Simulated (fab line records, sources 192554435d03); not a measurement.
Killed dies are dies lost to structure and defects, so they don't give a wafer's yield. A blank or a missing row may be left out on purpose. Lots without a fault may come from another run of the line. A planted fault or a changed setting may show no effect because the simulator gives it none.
fab line records | flow n5_finfet
record lots=24 wafers=72 last_day=17
route steps=1938 shown BEOL_M1@769
lots that met no fault: from a run of the same line without faults
start_h: hours from the record's first day to the start of the lot's first wafer shown | wait_h: hours since the lot's step before | " the same as in the row above | L1.1+2: a row that stands for several wafers | - no value, or no start given | * or withheld: withheld | < > ~ a bound
route shown NAME@n: a module of which the file shows steps, and the number in the route of the first | usual: mean/standard deviation of fault-free wafers | same: alike in all rows | chamber/n: place in a boat | sites: the reading at each site | _std_site: their standard deviation | _edge_site: outer sites' mean less inner sites' | radius_mm: how far each site lies from the wafer's centre | mask NAME#n: copy n | behind: the tool/chamber that last shaped the wafer | hold: why the lot was held/for how many hours/how that ended | device: the transistor (n, p or np) that didn't switch | end of line: the same wafers' tests at the end of the route | a step without rows: its recipe alone | killed: dies lost to structure and defects at the first sort, not the wafer's yield | map: a wafer's dies, x killed, . not, _ none there
set.NAME: the setting as run; set.NAME@STEP: as run at that earlier step | model.NAME: the simulator's own value behind a step, which no gauge read
steps of the route over a sample of lots; a table a step, a row a wafer
services: from which hour (start_h, from the record's first day; less than 0 if before it) a tool's chamber was out of use, for how many hours, and why
## steps
# step N5_BEOL_M1_ETCH_63
# recipe chemistry=CF4 target=SiARC target_depth_a=156 mask_material=CAR-EUV time_s=26 ion_energy_ev=80 pressure_mtorr=40 source_w=545 bias_w=36 Ar_flow_sccm=100 cf4_flow_sccm=100 ends=cleared
# usual drypump_motor_current_A=5.5/0.48 etch_rf_on_time_s=26.0/0.54 mfc_ar_sccm=100.03/0.29 oes_product_au=0.67/0.061 rf_vpp_V=184.4/1.3 showerhead_plenum_p_Torr=2.17/0.087 throttle_valve_pct=15.69/0.19
# columns lot.wafer tool chamber start_h wait_h drypump_motor_current_A etch_rf_on_time_s mfc_ar_sccm oes_product_au rf_hours_counter_h rf_vpp_V showerhead_plenum_p_Torr throttle_valve_pct
L074.1 rie_diel-02 1 118.79 0.0 4.9 26.6 100.29 0.62 185 182.4 2.05 15.34
L074.2 " 3 " " 5.6 26.6 99.57 0.75 36 184.2 2.27 15.47
L074.4 " 2 " " 6.1 25.9 99.87 0.68 93 182.8 2.00 15.85
L075.1 rie_diel-01 3 129.48 0.0 5.2 25.2 100.34 0.67 142 184.3 2.14 15.78
L075.3 " 1 " " 5.8 26.1 99.89 0.75 27 184.2 2.26 15.68
L075.4 " 2 " " 4.8 25.3 100.53 0.85 2 185.4 2.27 15.37
L076.2 rie_diel-02 0 132.70 0.0 5.3 26.5 100.51 0.63 155 185.3 2.14 15.79
L076.3 " 3 " " 5.6 26.4 99.62 0.75 40 185.7 2.27 15.47
L076.5 " 0 " " 5.3 26.4 100.01 0.64 - 184.5 2.14 15.78
L077.2 rie_diel-03 1 141.43 0.0 5.2 26.5 99.93 0.63 144 183.8 2.15 15.82
L077.5 " 1 " " 5.2 26.5 100.09 0.63 - 184.5 2.15 15.81
L077.6 " 0 " " 5.3 26.2 100.13 0.64 - 184.1 2.15 15.93
L078.1 rie_diel-03 3 143.71 0.0 5.9 26.1 99.67 0.67 98 186.6 2.24 15.62
L078.5 " 0 " " 5.3 25.7 99.96 0.64 - 184.4 2.15 15.95
L078.6 " 1 " " 5.2 25.9 100.14 0.64 - 185.1 2.14 15.81
L079.1 rie_diel-02 3 153.88 0.0 5.7 26.1 99.75 0.75 46 185.2 2.26 15.51
L079.3 " 0 " " 5.3 25.9 99.82 0.64 162 184.2 2.14 15.80
L079.4 " 2 " " 6.1 25.3 100.17 0.69 104 182.2 1.99 15.85
L081.1 rie_diel-01 2 162.56 0.0 4.8 25.8 99.90 0.81 13 184.9 2.26 15.39
L081.5 " 3 " " 5.2 25.0 99.78 0.66 - 185.2 2.14 15.80
L081.6 " 0 " " 6.1 26.5 100.03 0.60 - 185.8 2.22 15.76
L080.3 rie_diel-01 1 162.83 0.0 5.8 26.3 100.19 0.73 38 186.7 2.26 15.68
L080.4 " 0 " " 6.2 26.8 100.48 0.61 183 184.9 2.22 15.78
L080.5 " 2 " " 4.8 25.5 100.06 0.81 - 186.4 2.26 15.41
L082.3 rie_diel-01 3 165.93 0.0 5.2 25.1 100.20 0.66 153 182.5 2.14 15.80
L082.4 " 2 " " 4.8 25.0 99.97 0.81 14 185.5 2.26 15.39
L082.6 " 3 " " 5.2 24.9 100.36 0.66 - 184.5 2.14 15.81
L083.2 rie_diel-01 3 180.17 0.0 5.2 25.0 99.88 0.66 156 185.0 2.14 15.81
L083.4 " 0 " " 6.1 26.7 100.57 0.60 - 184.7 2.22 15.77
L083.5 " 2 " " 4.8 25.1 100.20 0.81 - 186.8 2.26 15.41
L084.2 rie_diel-03 2 181.66 0.0 6.4 26.4 100.44 0.64 156 185.8 2.22 15.45
L084.5 " 2 " " 6.4 26.5 100.38 0.63 - 186.1 2.22 15.47
L084.6 " 3 " " 5.8 26.2 100.90 0.66 - 185.1 2.24 15.64
L085.2 rie_diel-03 2 191.97 0.0 6.4 26.3 100.28 0.63 158 185.9 2.22 15.46
L085.3 " 0 " " 5.3 25.9 99.96 0.63 182 185.4 2.14 15.98
L085.4 " 1 " " 5.2 26.0 100.28 0.63 156 183.3 2.14 15.84
L087.4 rie_diel-01 0 203.41 0.0 6.1 26.7 99.86 0.60 195 186.2 2.22 15.80
L087.5 " 3 " " 5.2 25.2 100.07 0.65 - 184.5 2.13 15.81
L087.6 " 0 " " 6.1 26.8 99.87 0.59 - 183.9 2.22 15.79
L086.1 rie_diel-02 3 203.48 0.0 5.6 26.2 99.76 0.72 60 184.8 2.26 15.51
L086.3 " 0 " " 5.3 26.3 99.43 0.62 175 183.1 2.13 15.85
L086.4 " 1 " " 4.9 26.6 99.97 0.60 208 182.7 2.04 15.38
L088.3 rie_diel-01 1 203.87 0.0 5.8 26.2 99.98 0.73 45 185.6 2.26 15.72
L088.5 " 0 " " 6.2 26.6 99.40 0.60 - 184.9 2.22 15.78
L088.6 " 3 " " 5.2 25.0 99.95 0.65 - 183.1 2.13 15.83
L089.1 rie_diel-01 0 208.21 0.0 6.2 26.7 99.90 0.60 196 183.9 2.22 15.81
L089.3 " 3 " " 5.2 25.2 100.25 0.65 165 182.5 2.13 15.83
L089.4 " 1 " " 5.8 26.4 99.56 0.72 45 184.5 2.25 15.70
L090.1 rie_diel-02 0 217.01 0.0 5.3 26.1 99.91 0.62 179 182.9 2.13 15.85
L090.4 " 3 " " 5.6 25.9 99.59 0.73 63 188.0 2.26 15.53
L090.6 " 3 " " 5.6 25.7 99.54 0.73 - 186.2 2.26 15.54
L091.2 rie_diel-02 0 225.38 0.0 5.3 26.0 100.19 0.62 181 184.8 2.13 15.86
L091.3 " 3 " " 5.6 25.8 99.77 0.73 66 184.9 2.26 15.53
L091.5 " 3 " " 5.6 26.1 100.10 0.72 - 185.4 2.26 15.53
L092.4 rie_diel-02 3 230.67 0.0 5.6 26.4 100.04 0.72 68 185.4 2.26 15.54
L092.5 " 2 " " 6.1 25.6 100.15 0.66 - 181.7 1.99 15.91
L092.6 " 3 " " 5.6 26.1 100.35 0.73 - 184.5 2.26 15.54
L093.3 rie_diel-02 2 231.38 0.0 6.1 25.6 100.17 0.66 124 182.2 1.99 15.92
L093.4 " 0 " " 5.3 26.5 100.07 0.62 183 184.6 2.13 15.85
L093.5 " 3 " " 5.6 26.3 99.88 0.72 - 185.9 2.26 15.55
L094.1 rie_diel-01 2 243.98 0.0 4.8 25.3 99.97 0.77 36 186.0 2.25 15.45
L094.4 " 0 " " 6.1 26.6 99.82 0.59 206 184.4 2.21 15.81
L094.6 " 2 " " 4.8 25.2 100.40 0.77 - 185.5 2.25 15.45
L095.1 rie_diel-03 1 248.60 0.0 5.2 26.2 100.13 0.61 175 183.9 2.14 15.87
L095.3 " 2 " " 6.5 26.3 100.13 0.61 176 185.2 2.22 15.52
L095.4 " 3 " " 5.8 26.3 100.50 0.64 128 185.2 2.23 15.69
L096.1 rie_diel-02 2 258.59 0.0 6.0 26.1 100.00 0.64 134 181.8 1.98 15.93
L096.3 " 0 " " 5.3 26.7 100.13 0.61 192 183.4 2.13 15.87
L096.5 " 3 " " 5.6 26.5 100.14 0.71 - 185.9 2.25 15.57
L097.3 rie_diel-02 1 260.86 0.0 4.9 26.3 99.64 0.59 226 182.5 2.03 15.41
L097.4 " 0 " " 5.3 26.5 99.85 0.60 193 184.6 2.13 15.87
L097.6 " 3 " " 5.6 26.3 100.17 0.70 - 184.1 2.25 15.57
# step N5_BEOL_M1_OVL_MEAS_29
# recipe points_per_wafer=522
# usual V0_OVL=0.1/0.66
# columns lot.wafer tool chamber start_h wait_h V0_OVL[nm]
L074.1 overlay-02 0 119.64 0.0 0.0
L074.2 " 0 " " 0.4
L074.4 " 0 " " 0.2
L075.1 overlay-01 0 130.33 0.0 0.4
L075.3 " 0 " " 0.1
L075.4 " 0 " " -0.6
L076.2 overlay-01 0 133.73 0.0 -0.6
L076.3 " 0 " " 1.6
L076.5 " 0 " " 1.7
L077.2 overlay-02 0 142.16 0.0 -0.3
L077.5 " 0 " " 0.7
L077.6 " 0 " " -0.4
L078.1 overlay-02 0 144.44 0.0 0.3
L078.5 " 0 " " 0.0
L078.6 " 0 " " 0.7
L079.1 overlay-01 0 154.63 0.0 0.9
L079.3 " 0 " " 0.3
L079.4 " 0 " " -0.3
L081.1 overlay-02 0 163.40 0.0 -0.1
L081.5 " 0 " " 0.1
L081.6 " 0 " " 0.2
L080.3 overlay-02 0 163.69 0.0 0.7
L080.4 " 0 " " -0.4
L080.5 " 0 " " -0.1
L082.3 overlay-01 0 166.67 0.0 -0.5
L082.4 " 0 " " 0.0
L082.6 " 0 " " -1.0
L083.2 overlay-02 0 180.90 0.0 0.2
L083.4 " 0 " " -0.6
L083.5 " 0 " " -0.1
L084.2 overlay-02 0 182.59 0.0 0.2
L084.5 " 0 " " 0.2
L084.6 " 0 " " 0.3
L085.2 overlay-02 0 192.79 0.0 1.3
L085.3 " 0 " " 0.1
L085.4 " 0 " " 0.6
L087.4 overlay-02 0 204.28 0.0 0.2
L087.5 " 0 " " -0.3
L087.6 " 0 " " 0.7
L086.1 overlay-01 0 204.32 0.0 -0.1
L086.3 " 0 " " -0.3
L086.4 " 0 " " -1.5
L088.3 overlay-02 0 204.74 0.0 0.0
L088.5 " 0 " " 0.5
L088.6 " 0 " " -0.1
L089.1 overlay-02 0 209.08 0.0 0.2
L089.3 " 0 " " -1.3
L089.4 " 0 " " 0.3
L090.1 overlay-02 0 217.86 0.0 0.0
L090.4 " 0 " " 0.3
L090.6 " 0 " " 1.0
L091.2 overlay-02 0 226.11 0.0 0.8
L091.3 " 0 " " -1.0
L091.5 " 0 " " -0.6
L092.4 overlay-02 0 231.57 0.0 0.7
L092.5 " 0 " " -0.6
L092.6 " 0 " " 0.6
L093.3 overlay-01 0 232.12 0.0 0.0
L093.4 " 0 " " -0.3
L093.5 " 0 " " 1.0
L094.1 overlay-02 0 244.72 0.0 1.2
L094.4 " 0 " " 0.0
L094.6 " 0 " " 0.3
L095.1 overlay-02 0 249.33 0.0 0.6
L095.3 " 0 " " -0.3
L095.4 " 0 " " 0.5
L096.1 overlay-01 0 259.32 0.0 0.5
L096.3 " 0 " " 0.2
L096.5 " 0 " " 0.6
L097.3 overlay-01 0 261.78 0.0 -2.7
L097.4 " 0 " " -1.2
L097.6 " 0 " " 0.0
# step N5_BEOL_M1_ALD_98
# recipe material=SiO2 target_thk_a=25 temp_c=100 ald_precursor_family=BDEAS ald_co_reactant=O2-plasma pulse_time_s=1 co_reactant_pulse_time_s=1 purge_time_s=2 co_reactant_purge_time_s=2 ald_cycles=17 pressure_torr=2
# usual heater_power_w=75/6.2 precursor_pulse_height_rel=1.002/0.022 susceptor_temp_C=99.99/0.13
# same purge_time_s=2
# columns lot.wafer tool chamber start_h wait_h heater_power_w precursor_pulse_height_rel susceptor_temp_C
L074.1 ald_sin-02 2 119.87 0.1 75 0.968 99.97
L074.2 " 3 " " 77 0.998 100.03
L074.4 " 0 " " 73 1.018 100.10
L075.1 ald_sin-04 0 131.44 0.9 89 0.976 99.73
L075.3 " 2 " " 81 1.017 99.93
L075.4 " 3 " " 79 0.985 99.99
L076.2 ald_sin-01 3 133.95 0.1 69 0.992 100.16
L076.3 " 2 " " 66 1.010 99.82
L076.5 " 3 " " 69 1.013 100.01
L077.2 ald_sin-01 2 142.57 0.2 67 1.028 100.17
L077.5 " 1 " " 80 0.990 99.91
L077.6 " 2 " " 69 1.032 100.17
L078.1 ald_sin-01 1 144.67 0.1 78 0.982 99.87
L078.5 " 1 " " 80 1.019 99.93
L078.6 " 2 " " 68 1.017 99.78
L079.1 ald_sin-02 0 154.86 0.1 75 0.994 99.95
L079.3 " 2 " " 74 1.046 100.03
L079.4 " 3 " " 78 1.014 100.05
L081.1 ald_sin-01 1 163.62 0.1 79 0.993 99.88
L081.5 " 0 " " 69 0.958 99.92
L081.6 " 1 " " 79 1.042 99.76
L080.3 ald_sin-04 2 164.10 0.2 81 0.995 99.95
L080.4 " 1 " " 81 1.009 99.84
L080.5 " 0 " " 89 1.015 100.16
L082.3 ald_sin-01 2 166.95 0.1 67 1.016 99.80
L082.4 " 3 " " 70 1.007 99.87
L082.6 " 2 " " 67 1.045 99.97
L083.2 ald_sin-01 3 181.23 0.1 71 1.018 99.99
L083.4 " 2 " " 66 1.006 100.01
L083.5 " 3 " " 70 1.012 99.83
L084.2 ald_sin-01 1 182.95 0.2 79 0.978 99.88
L084.5 " 0 " " 69 0.994 99.92
L084.6 " 1 " " 77 0.995 100.07
L085.2 ald_sin-01 3 193.08 0.1 70 0.969 99.89
L085.3 " 0 " " 70 1.009 100.16
L085.4 " 2 " " 65 1.057 99.97
L087.4 ald_sin-04 2 204.90 0.5 79 1.004 100.22
L087.5 " 0 " " 88 1.004 100.14
L087.6 " 1 " " 80 0.994 99.87
L086.1 ald_sin-04 3 205.00 0.5 76 1.029 100.08
L086.3 " 1 " " 80 1.016 99.96
L086.4 " 0 " " 90 0.979 99.95
L088.3 ald_sin-04 0 205.09 0.2 87 0.997 100.00
L088.5 " 0 " " 89 0.981 99.98
L088.6 " 3 " " 76 0.984 99.96
L089.1 ald_sin-02 1 209.34 0.1 82 1.012 100.04
L089.3 " 0 " " 74 1.023 99.78
L089.4 " 3 " " 78 1.001 99.93
L090.1 ald_sin-02 2 218.09 0.1 76 0.964 100.07
L090.4 " 0 " " 74 0.989 99.89
L090.6 " 2 " " 73 0.992 100.13
L091.2 ald_sin-01 3 226.33 0.1 70 1.006 99.88
L091.3 " 2 " " 67 0.999 99.95
L091.5 " 1 " " 77 0.973 100.01
L092.4 ald_sin-02 0 232.67 0.9 75 1.001 100.17
L092.5 " 0 " " 74 1.006 99.97
L092.6 " 1 " " 83 1.004 100.00
L093.3 ald_sin-02 0 232.77 0.5 75 0.986 100.17
L093.4 " 2 " " 73 1.059 99.76
L093.5 " 0 " " 76 0.989 99.95
L094.1 ald_sin-01 1 244.94 0.1 77 0.998 100.01
L094.4 " 0 " " 70 1.008 99.96
L094.6 " 1 " " 80 0.983 99.98
L095.1 ald_sin-01 3 249.55 0.1 73 1.068 100.00
L095.3 " 1 " " 79 0.989 100.08
L095.4 " 0 " " 70 1.009 100.15
L096.1 ald_sin-02 0 259.97 0.5 76 1.006 99.91
L096.3 " 3 " " 78 1.025 99.97
L096.5 " 3 " " 76 1.003 100.19
L097.3 ald_sin-01 3 262.23 0.1 70 1.006 100.05
L097.4 " 2 " " 67 1.009 100.03
L097.6 " 0 " " 67 0.985 99.83
# step N5_BEOL_M1_STRIP_36
# recipe chemistry=N2/H2 power_w=450 temp_c=40 pressure_mtorr=20 rf_frequency_hz=6e+07 overash_fraction=0.3 bias_power_w=7 h2_frac=0.5 n2_flow_sccm=200 h2_flow_sccm=200
# usual drypump_motor_current_A=5.6/0.51 oes_product_au=0.78/0.078 rf_vpp_V=59.4/1.5 showerhead_plenum_p_Torr=2.61/0.097 temp_c=40.02/0.11 throttle_valve_pct=23.80/0.23
# same overash_fraction=0.3
# columns lot.wafer tool chamber start_h wait_h drypump_motor_current_A oes_product_au rf_hours_counter_h rf_vpp_V showerhead_plenum_p_Torr temp_c throttle_valve_pct
L074.1 rie_diel-03 2 121.25 0.0 6.4 0.75 141 57.4 2.66 40.03 23.51
L074.2 " 3 " " 5.8 0.78 90 59.1 2.68 40.20 23.71
L074.4 " 1 " " 5.2 0.75 137 60.2 2.54 40.15 23.98
L075.1 rie_diel-02 2 133.08 0.0 6.1 0.79 98 56.6 2.34 39.96 23.83
L075.3 " 0 " " 5.3 0.75 155 58.5 2.56 40.23 24.11
L075.4 " 3 " " 5.6 0.86 40 57.2 2.68 40.01 23.39
L076.2 rie_diel-01 3 136.51 0.0 5.2 0.77 144 59.4 2.54 40.12 23.85
L076.3 " 2 " " 4.8 0.99 5 59.2 2.71 40.05 23.56
L076.5 " 1 " " 5.8 0.89 - 59.3 2.71 39.92 24.03
L077.2 rie_diel-01 1 143.15 0.0 5.8 0.88 32 57.4 2.71 39.98 24.06
L077.5 " 1 " " 5.8 0.88 - 58.9 2.71 39.88 24.06
L077.6 " 0 " " 6.2 0.71 - 58.0 2.64 40.23 23.85
L078.1 rie_diel-02 1 145.82 0.0 4.9 0.70 194 56.3 2.41 40.05 23.15
L078.5 " 3 " " 5.7 0.87 - 58.7 2.68 40.08 23.39
L078.6 " 0 " " 5.3 0.75 - 57.4 2.55 40.13 24.15
L079.1 rie_diel-03 0 161.46 0.0 5.3 0.74 174 60.4 2.52 40.19 23.63
L079.3 " 1 " " 5.2 0.75 149 60.0 2.53 40.01 23.97
L079.4 " 0 " " 5.3 0.75 - 58.6 2.52 39.95 23.61
L081.1 rie_diel-02 3 164.12 0.0 5.6 0.86 49 61.7 2.67 39.95 23.38
L081.5 " 3 " " 5.6 0.87 - 61.7 2.67 39.92 23.41
L081.6 " 0 " " 5.3 0.74 - 60.3 2.55 40.00 24.14
L080.3 rie_diel-01 0 167.35 0.0 6.2 0.72 185 61.4 2.64 39.94 23.90
L080.4 " 2 " " 4.8 0.96 15 58.6 2.71 40.02 23.60
L080.5 " 0 " " 6.2 0.71 - 61.5 2.64 40.10 23.88
L082.3 rie_diel-03 2 167.84 0.0 6.4 0.75 152 62.2 2.65 40.20 23.57
L082.4 " 0 " " 5.3 0.74 176 59.9 2.52 40.22 23.62
L082.6 " 2 " " 6.4 0.75 - 59.3 2.65 40.10 23.57
L083.2 rie_diel-01 2 183.97 0.0 4.8 0.94 18 60.1 2.70 40.09 23.56
L083.4 " 3 " " 5.2 0.78 - 60.0 2.53 39.98 23.85
L083.5 " 0 " " 6.2 0.71 - 59.1 2.64 40.02 23.87
L084.2 rie_diel-01 3 187.71 0.0 5.2 0.75 158 61.1 2.53 39.93 23.84
L084.5 " 2 " " 4.8 0.94 - 60.1 2.70 40.08 23.58
L084.6 " 0 " " 6.1 0.71 - 59.7 2.64 40.05 23.88
L085.2 rie_diel-01 0 195.13 0.0 6.2 0.71 193 60.7 2.64 39.91 23.90
L085.3 " 2 " " 4.8 0.93 22 61.2 2.70 39.93 23.59
L085.4 " 1 " " 5.8 0.87 43 58.9 2.71 40.07 24.10
L087.4 rie_diel-01 3 206.40 0.0 5.2 0.75 164 60.5 2.53 40.15 23.85
L087.5 " 2 " " 4.8 0.91 - 61.3 2.70 40.08 23.61
L087.6 " 3 " " 5.2 0.77 - 59.3 2.53 40.21 23.84
L086.1 rie_diel-01 3 218.03 0.0 5.2 0.76 167 59.2 2.53 40.06 23.85
L086.3 " 0 " " 6.2 0.70 198 58.7 2.64 39.89 23.91
L086.4 " 2 " " 4.8 0.92 28 61.6 2.70 40.09 23.58
L089.1 rie_diel-01 0 218.43 0.0 6.2 0.69 198 60.6 2.64 40.05 23.90
L089.3 " 1 " " 5.8 0.86 48 58.4 2.70 39.92 24.07
L089.4 " 3 " " 5.2 0.75 167 57.7 2.53 39.89 23.87
L088.3 rie_diel-01 2 218.90 0.0 4.8 0.90 28 59.3 2.70 39.99 23.62
L088.5 " 2 " " 4.8 0.92 - 62.5 2.70 39.83 23.57
L088.6 " 1 " " 5.9 0.86 - 60.0 2.70 39.91 24.07
L090.1 rie_diel-01 1 224.45 0.0 5.8 0.84 50 60.5 2.70 39.91 24.10
L090.4 " 0 " " 6.1 0.70 201 58.6 2.63 40.02 23.86
L090.6 " 1 " " 5.8 0.84 - 59.6 2.70 39.83 24.08
L091.2 rie_diel-01 3 228.21 0.0 5.2 0.76 170 59.9 2.53 40.06 23.82
L091.3 " 0 " " 6.2 0.71 201 56.9 2.63 39.88 23.89
L091.5 " 0 " " 6.2 0.70 - 59.0 2.63 39.88 23.90
L092.4 rie_diel-03 1 233.13 0.0 5.2 0.73 169 58.0 2.52 40.08 23.99
L092.5 " 3 " " 5.9 0.76 - 60.2 2.66 40.08 23.76
L092.6 " 0 " " 5.3 0.73 - 58.2 2.51 40.16 23.68
L093.3 rie_diel-01 3 237.01 0.0 5.2 0.76 173 60.6 2.52 39.85 23.82
L093.4 " 2 " " 4.8 0.91 34 58.9 2.70 40.26 23.61
L093.5 " 3 " " 5.2 0.76 - 58.6 2.53 39.91 23.86
L094.1 rie_diel-01 0 246.98 0.0 6.2 0.69 208 62.3 2.63 39.99 23.91
L094.4 " 2 " " 4.8 0.90 37 61.1 2.70 40.08 23.60
L094.6 " 3 " " 5.2 0.76 - 60.0 2.52 40.05 23.85
L095.1 rie_diel-03 1 261.01 0.0 5.2 0.71 178 59.4 2.52 39.96 24.01
L095.3 " 3 " " 5.9 0.75 132 61.3 2.66 39.99 23.76
L095.4 " 2 " " 6.4 0.72 180 60.3 2.64 39.84 23.58
L096.1 rie_diel-02 1 266.50 0.0 4.9 0.69 229 58.4 2.39 40.11 23.20
L096.3 " 0 " " 5.3 0.72 195 57.3 2.54 40.03 24.18
L096.5 " 0 " " 5.3 0.72 - 60.1 2.54 40.04 24.16
L097.3 rie_diel-01 3 276.31 0.0 5.2 0.74 184 57.9 2.52 40.02 23.84
L097.4 " 1 " " 5.8 0.83 66 61.8 2.70 39.95 24.08
L097.6 " 1 " " 5.9 0.83 - 57.2 2.70 39.85 24.12
# step N5_BEOL_M1_SURFACE_TREAT_85
# recipe gas=Ar time_s=* ion_energy_ev=* ion_current_ma_cm2=0.5 pressure_mtorr=* ar_flow_sccm=30
# usual throttle_valve_pct=*
# columns lot.wafer tool chamber start_h wait_h throttle_valve_pct
L074.1 pvd_sputter-01 - 122.29 0.1 *
L074.2 " - " " *
L074.4 " - " " *
L075.1 pvd_sputter-01 - 134.23 0.2 *
L075.3 " - " " *
L075.4 " - " " *
L076.2 pvd_sputter-01 - 137.62 0.1 *
L076.3 " - " " *
L076.5 " - " " *
L077.2 pvd_sputter-01 - 144.88 1.0 *
L077.5 " - " " *
L077.6 " - " " *
L078.1 pvd_sputter-01 - 147.16 0.2 *
L078.5 " - " " *
L078.6 " - " " *
L079.1 pvd_sputter-01 - 162.58 0.2 *
L079.3 " - " " *
L079.4 " - " " *
L081.1 pvd_sputter-01 - 165.21 0.1 *
L081.5 " - " " *
L081.6 " - " " *
L080.3 pvd_sputter-01 - 168.65 0.1 *
L080.4 " - " " *
L080.5 " - " " *
L082.3 pvd_sputter-01 - 170.85 1.8 *
L082.4 " - " " *
L082.6 " - " " *
L083.2 pvd_sputter-02 - 185.98 0.1 *
L083.4 " - " " *
L083.5 " - " " *
L084.2 pvd_sputter-01 - 188.68 0.2 *
L084.5 " - " " *
L084.6 " - " " *
L085.2 pvd_sputter-02 - 196.54 0.1 *
L085.3 " - " " *
L085.4 " - " " *
L087.4 pvd_sputter-03 - 207.70 0.3 *
L087.5 " - " " *
L087.6 " - " " *
L086.1 pvd_sputter-03 - 219.33 0.1 *
L086.3 " - " " *
L086.4 " - " " *
L089.1 pvd_sputter-03 - 219.51 0.2 *
L089.3 " - " " *
L089.4 " - " " *
L088.3 pvd_sputter-03 - 219.77 0.2 *
L088.5 " - " " *
L088.6 " - " " *
L090.1 pvd_sputter-02 - 225.56 0.1 *
L090.4 " - " " *
L090.6 " - " " *
L091.2 pvd_sputter-02 - 229.45 0.1 *
L091.3 " - " " *
L091.5 " - " " *
L092.4 pvd_sputter-01 - 234.30 0.2 *
L092.5 " - " " *
L092.6 " - " " *
L093.3 pvd_sputter-03 - 238.23 0.2 *
L093.4 " - " " *
L093.5 " - " " *
L094.1 pvd_sputter-03 - 248.20 0.3 *
L094.4 " - " " *
L094.6 " - " " *
L095.1 pvd_sputter-03 - 261.96 0.2 *
L095.3 " - " " *
L095.4 " - " " *
L096.1 pvd_sputter-01 - 267.57 0.1 *
L096.3 " - " " *
L096.5 " - " " *
L097.3 pvd_sputter-02 - 277.37 0.2 *
L097.4 " - " " *
L097.6 " - " " *
# step N5_BEOL_M1_ANNEAL_89
# recipe temp_c=400 time_s=240 ambient=vacuum
# usual heater_power_w=861/52 susceptor_temp_C=400.01/0.21
# columns lot.wafer tool chamber start_h wait_h heater_power_w susceptor_temp_C
L074.1 pvd_sputter-03 - 123.54 0.0 811 399.88
L074.2 " - " " 827 400.12
L074.4 " - " " 985 400.00
L075.1 pvd_sputter-02 - 135.53 0.0 869 400.03
L075.3 " - " " 912 400.36
L075.4 " - " " 952 400.24
L076.2 pvd_sputter-01 - 139.02 0.0 803 399.88
L076.3 " - " " 843 399.49
L076.5 " - " " 799 399.80
L077.2 pvd_sputter-02 - 146.77 0.0 856 400.17
L077.5 " - " " 874 400.15
L077.6 " - " " 936 399.82
L078.1 pvd_sputter-01 - 148.40 0.0 806 400.07
L078.5 " - " " 818 400.14
L078.6 " - " " 892 399.84
L079.1 pvd_sputter-01 - 163.92 0.0 798 400.03
L079.3 " - " " 806 400.11
L079.4 " - " " 818 400.26
L081.1 pvd_sputter-01 - 166.39 0.0 805 400.48
L081.5 " - " " 842 400.11
L081.6 " - " " 905 399.98
L080.3 pvd_sputter-01 - 169.97 0.0 851 399.85
L080.4 " - " " 897 400.10
L080.5 " - " " 804 400.02
L082.3 pvd_sputter-01 - 172.05 0.0 899 399.69
L082.4 " - " " 874 400.08
L082.6 " - " " 815 399.74
L083.2 pvd_sputter-02 - 187.21 0.0 951 399.99
L083.4 " - " " 839 399.97
L083.5 " - " " 945 400.51
L084.2 pvd_sputter-02 - 189.87 0.0 865 400.15
L084.5 " - " " 852 400.12
L084.6 " - " " 901 399.94
L085.2 pvd_sputter-01 - 197.80 0.0 791 400.26
L085.3 " - " " 810 399.96
L085.4 " - " " 868 399.76
L087.4 pvd_sputter-02 - 210.03 0.0 888 399.96
L087.5 " - " " 952 399.70
L087.6 " - " " 894 399.54
L086.1 pvd_sputter-01 - 220.57 0.0 829 400.17
L086.3 " - " " 855 400.38
L086.4 " - " " 903 400.12
L089.1 pvd_sputter-03 - 220.77 0.0 824 400.06
L089.3 " - " " 828 400.23
L089.4 " - " " 992 399.96
L088.3 pvd_sputter-02 - 222.53 0.0 898 400.26
L088.5 " - " " 876 400.27
L088.6 " - " " 878 399.73
L090.1 pvd_sputter-03 - 226.75 0.0 811 400.24
L090.4 " - " " 992 400.16
L090.6 " - " " 811 400.17
L091.2 pvd_sputter-03 - 230.69 0.0 851 399.91
L091.3 " - " " 824 400.24
L091.5 " - " " 821 400.03
L092.4 pvd_sputter-01 - 235.50 0.0 795 399.84
L092.5 " - " " 891 400.02
L092.6 " - " " 865 399.91
L093.3 pvd_sputter-01 - 239.92 0.0 850 399.66
L093.4 " - " " 815 400.28
L093.5 " - " " 803 399.80
L094.1 pvd_sputter-02 - 249.52 0.0 942 399.71
L094.4 " - " " 872 399.84
L094.6 " - " " 902 400.09
L095.1 pvd_sputter-01 - 263.15 0.0 836 399.97
L095.3 " - " " 840 400.14
L095.4 " - " " 797 399.83
L096.1 pvd_sputter-01 - 268.93 0.0 781 400.08
L096.3 " - " " 870 400.14
L096.5 " - " " 899 399.95
L097.3 pvd_sputter-03 - 278.69 0.0 833 400.16
L097.4 " - " " 866 399.82
L097.6 " - " " 832 399.73
## services
# columns tool chamber start_h hours kind
pvd_sputter-03 - 99.64 2.2 repair
rie_diel-02 2 100.33 12.5 repair
pvd_sputter-03 - 107.67 2.0 repair
pvd_sputter-03 - 113.99 0.9 repair
rie_diel-01 - 127.88 1.2 repair
pvd_sputter-01 - 129.15 1.9 repair
rie_diel-03 - 138.91 0.2 repair
ald_sin-04 1 141.33 2.9 repair
ald_sin-02 1 145.62 15.5 repair
rie_diel-03 2 153.41 8.3 repair
ald_sin-04 1 155.26 4.3 repair
ald_sin-01 3 161.83 3.1 repair
rie_diel-03 1 168.76 2.7 repair
ald_sin-02 - 171.60 0.4 repair
ald_sin-04 - 177.93 14.0 pm
rie_diel-01 1 178.44 15.9 repair
rie_diel-03 0 215.28 6.4 repair
ald_sin-01 - 221.64 1.3 repair
ald_sin-02 - 224.91 0.4 repair
ald_sin-01 1 233.76 3.6 repair
pvd_sputter-02 - 238.19 1.5 repair
rie_diel-01 - 250.99 1.8 repair
ald_sin-01 1 260.39 6.1 repair
ald_sin-02 1 272.71 1.7 repair
## key
fault none
